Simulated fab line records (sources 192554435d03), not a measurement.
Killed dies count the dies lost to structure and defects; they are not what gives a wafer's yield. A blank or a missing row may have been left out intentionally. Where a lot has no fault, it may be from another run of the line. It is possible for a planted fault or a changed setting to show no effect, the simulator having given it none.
8D (eight disciplines) problem report, filled in by code ; flow n5-finfet ; the parts of the form that need people (team, actions taken, sign-off) are left out

== 1. PROBLEM STATEMENT ==
mfc-cl2-sccm at N5_GATE_CUT_ETCH_56 reads a mean of 53.46 sccm on 6 wafers of 2 lots; wafers without a fault read 40.01 sccm with a standard deviation of 0.13. That is +99 or more standard deviations from the usual mean.
The step: etches TiN in Cl2/Ar, target depth 21.6 nm.
First observed at day 8 00:23: wafer L972.1, on rie-metal-03. Wafers with a number at this step in the record: 18, from 6 lots. The rule behind "out" and "out of limits": a value lying over 4 standard deviations away from the usual mean. The other wafers with a number count as sound.

== 2. WHAT IT IS, AND WHAT IT ISN'T ==
question;is;is not
which readings at this step;mfc-cl2-sccm, throttle-valve-pct;chamber-pressure-mTorr, drypump-motor-current-A, oes-product-au
which lots;L972, L977;L958, L960, L964, L979
which wafers of those lots;all that have a number;-
read on which tools;rie-metal-03;rie-metal-01, rie-metal-02
when;from day 8 00:23;"up to then (9 sound wafers); but 3 sound wafers of L979 came after"

== 3. SUSPECTS, AND WHAT RULES EACH OUT ==
Counting: a tool at a process step up to the reading stays a suspect if it ran every lot that is out and no sound lot after the first of them.
- cvd-w-02 at N5_HKMG_FIN_ALD_72 (deposits W, target thk 2 nm, pulse time 1 s, purge time 2 s): ruled out as a lasting fault. After its first lot that is out, L972 (day 7 23:21), sound lots L979 ran on it.
- cmp-03 at N5_HKMG_FIN_CMP_23 (polishes, stops on SiNx, t overpolish 10 s, target thk 46.326 nm): kept. Every lot that is out went through it, starting with L972 (day 7 23:46), and after that it ran no sound lot; the last sound lot it ran before then is L964 (day 5 21:02).
- cmp-03 at N5_HKMG_FIN_CMP_94 (polishes, stops on SiNx, t overpolish 4.7 s, target thk 43.299 nm): kept. Every lot that is out went through it, starting with L972 (day 8 00:05), and after that it ran no sound lot; the last sound lot it ran before then is L964 (day 5 21:31).
- rie-metal-03 at N5_GATE_CUT_ETCH_56 (etches TiN in Cl2/Ar, target depth 21.6 nm): kept. Every lot that is out went through it, starting with L972 (day 8 00:23), and after that it ran no sound lot; the last sound lot it ran before then is L960 (day 4 22:58). Its own readings are out on those wafers: mfc-cl2-sccm, throttle-valve-pct.
cmp-03 at N5_HKMG_FIN_CMP_23, cmp-03 at N5_HKMG_FIN_CMP_94 and rie-metal-03 at N5_GATE_CUT_ETCH_56 are what is left after counting.

== 4. THE CAUSE (what the simulator had put in) ==
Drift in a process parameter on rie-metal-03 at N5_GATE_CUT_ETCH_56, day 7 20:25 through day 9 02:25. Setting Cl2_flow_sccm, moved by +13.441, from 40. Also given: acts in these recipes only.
Counting leaves 3 suspects; this tool is one of them.

== 5. THE EFFECT CHAIN, in route order ==
Each row: a reading whose mean over the struck wafers that have a number lies more than 3 standard deviations from the usual. Only readings for which the record gives a usual standard deviation are gone through. hours: the time from each lot's start at the first step in this table that gives one to its start at this step, as a median over the lots. sigmas: the change in usual standard deviations.
hours;step;reading;usual;on struck wafers;change;sigmas
0;N5_GATE_CUT_ETCH_56;mfc-cl2-sccm;40.01 sccm;53.46;+13.45;+99 or more
0;N5_GATE_CUT_ETCH_56;throttle-valve-pct;20.97 %;22.59;+1.62;+6.2
It contains these process steps:
- N5_GATE_CUT_ETCH_56: etches TiN in Cl2/Ar, target depth 21.6 nm.
Later measuring or inspecting steps at which every struck wafer that the step has a row for has a number for every such reading, and none has moved that far: N5_BEOL_M4_RC_MEAS_101.

== 6. HOW IT WOULD HAVE BEEN CAUGHT EARLIER ==
In this record no reading fell out of limits until day 8 00:23, 4 hours after the fault had begun at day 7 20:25.
